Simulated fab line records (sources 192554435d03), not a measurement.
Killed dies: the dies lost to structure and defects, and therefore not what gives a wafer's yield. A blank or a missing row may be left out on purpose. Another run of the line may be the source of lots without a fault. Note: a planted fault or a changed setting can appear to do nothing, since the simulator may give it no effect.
Chamber matching	flow n5 finfet	ald sin-03 running N5_FIN_SAQP_ALD_61: 4 sister chambers
The step deposits SiO2, target thk 4 nm, pulse time 1 s, purge time 2 s. 8 wafers are shown with their chamber, then 7 later ones without.

EACH WAFER AND ITS CHAMBER
wafer	chamber	heater power w (W)	precursor pulse height rel
L074.5	0	498	1.005
L079.4	1	453	0.998
L079.6	3	388	1.006
L088.2	1	446	0.966
L088.3	0	522	1.010
L088.5	2	363	1.005
L090.1	3	388	0.961
L090.3	2	361	1.039

WAFERS WITH NO CHAMBER GIVEN
wafer	heater power w (W)	precursor pulse height rel
L090.6	525	0.969
L092.1	384	0.992
L092.4	503	0.997
L092.6	455	1.034
L096.2	459	1.009
L096.3	522	0.981
L096.6	446	1.003

THE CHAMBER EACH PASSED THROUGH
wafer	from the rows above	in truth
L090.6	0	0
L092.1	3	3
L092.4	0	0
L092.6	1	1
L096.2	1	1
L096.3	0	0
L096.6	1	1
7 of 7 placed correctly. From these rows, 0 cannot be placed. Wrongly placed: 0.
How it was worked out, from the rows above alone: a wafer's distance from a chamber is the root of the sum, over the readings, of the square of ((its reading less the chamber's mean) divided by the reading's scatter). The wafer belongs to the nearest chamber; if the next one is less than 2 further off, it can't be placed. A chamber's mean is the mean of its shown wafers. The scatter: take each reading less its chamber's mean, square it, sum over the shown wafers, divide by the number of wafers less the number of chambers, and take the root.
